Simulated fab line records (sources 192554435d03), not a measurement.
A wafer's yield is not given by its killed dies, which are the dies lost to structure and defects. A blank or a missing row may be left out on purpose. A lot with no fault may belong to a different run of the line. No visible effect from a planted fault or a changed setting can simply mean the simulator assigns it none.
Which tool is to blame?	flow n5Finfet	Sampling: 14 lots, 42 wafers, 3 of 1938 route steps

== WHAT THE GAUGES READ, wafer by wafer ==
N5_BEOL_M11_THK_MEAS_53: measures by xrf. Usual: M11_THK typically reads 139 nm, with standard deviation 3.4.
lot	measured	on	M11_THK (nm)	flag
L567	day 11 03:33	filmMetro-01	135 138 133	
L570	day 11 21:04	filmMetro-02	144 143 145	
L572	day 12 21:58	filmMetro-02	138 138 137	
L574	day 12 23:26	filmMetro-02	137 135 135	
L575	day 13 07:38	filmMetro-01	140 142 136	
L577	day 13 20:52	filmMetro-01	138 139 135	
L578	day 14 02:53	filmMetro-01	141 143 144	
L579	day 14 02:58	filmMetro-02	132 133 131	
L585	day 15 13:01	filmMetro-02	135 141 140	
L587	day 15 14:04	filmMetro-01	138 135 137	
L586	day 15 14:52	filmMetro-02	141 143 144	
L588	day 16 11:41	filmMetro-02	145 138 138	
L589	day 16 11:44	filmMetro-01	140 147 146	
L590	day 17 02:59	filmMetro-01	139 142 138	

N5_BEOL_M12_THK_MEAS_01. Usual: M12_ILD_THK typically reads 658 nm, with standard deviation 8.7.
lot	measured	on	M12_ILD_THK (nm)	flag
L567	day 11 03:55	filmMetro-02	640 653 649	
L570	day 11 21:23	filmMetro-02	644 642 659	
L572	day 12 22:17	filmMetro-02	649 642 651	
L574	day 12 23:45	filmMetro-02	656 654 669	
L575	day 13 07:57	filmMetro-02	665 659 678	
L577	day 13 21:11	filmMetro-01	651 652 658	
L578	day 14 03:12	filmMetro-02	647 655 665	
L579	day 14 03:17	filmMetro-01	649 656 658	
L585	day 15 13:22	filmMetro-01	655 650 665	
L587	day 15 14:23	filmMetro-01	661 670 674	
L586	day 15 15:11	filmMetro-01	650 667 668	
L588	day 16 12:00	filmMetro-01	656 650 660	
L589	day 16 12:04	filmMetro-01	657 664 674	
L590	day 17 03:22	filmMetro-02	649 659 656	

N5_BEOL_M12_CD_MEAS_10 targets a cd of 140 nm. Usual: cdNm 139.2 nm, standard deviation 2.4.
lot	measured	on	cdNm (nm)	flag
L567	day 11 04:21	cdSem-01	136.5 140.5 137.0	
L570	day 11 21:49	cdSem-02	137.5 137.2 138.1	
L572	day 12 22:43	cdSem-02	140.1 142.8 142.0	
L574	day 13 00:11	cdSem-01	137.6 139.2 137.7	
L575	day 13 08:15	cdSem-03	141.2 136.4 138.9	
L577	day 13 21:29	cdSem-03	141.8 139.1 137.8	
L578	day 14 03:34	cdSem-01	142.5 142.6 142.2	
L579	day 14 03:36	cdSem-01	134.2 136.8 137.2	
L585	day 15 13:48	cdSem-01	136.2 136.7 138.4	
L587	day 15 14:42	cdSem-02	138.4 141.6 141.4	
L586	day 15 15:37	cdSem-02	139.4 135.9 140.8	
L588	day 16 12:25	cdSem-01	136.5 136.3 136.0	
L589	day 16 12:28	cdSem-03	143.3 140.3 140.4	
L590	day 17 03:49	cdSem-02	137.9 139.6 137.8	

== WHAT TOOL EACH LOT RAN ON (gives the tool, then ch and the chambers of the sampled wafers, and finally the start) ==
No process step before these readings appears in the record.

== WHAT THE TOOLS THEMSELVES READ (means of the sampled wafers that have a number; where no wafer has one, the mark that the record gives instead) ==
The record holds no such reading with a usual standard deviation.

== THE ANSWER, worked out from the rows above alone ==
Rule: lot off if the mean of its wafers having a number is beyond 3 standard deviations from the usual mean. Also off: a lot with no number at a reading for which 4 or more lots have one. All remaining lots with rows at the step are treated as sound. After the gauges, taken in route order, come the tools' own readings; for these a lot's mean is taken, as printed above. The first step at which some lot is off is used, and at that step the reading that is off furthest; a lot without a number counts as furthest.
Across all readings shown, no lot is off: no conclusion can be drawn from this.

== WHAT THE SIMULATOR PUT IN ==
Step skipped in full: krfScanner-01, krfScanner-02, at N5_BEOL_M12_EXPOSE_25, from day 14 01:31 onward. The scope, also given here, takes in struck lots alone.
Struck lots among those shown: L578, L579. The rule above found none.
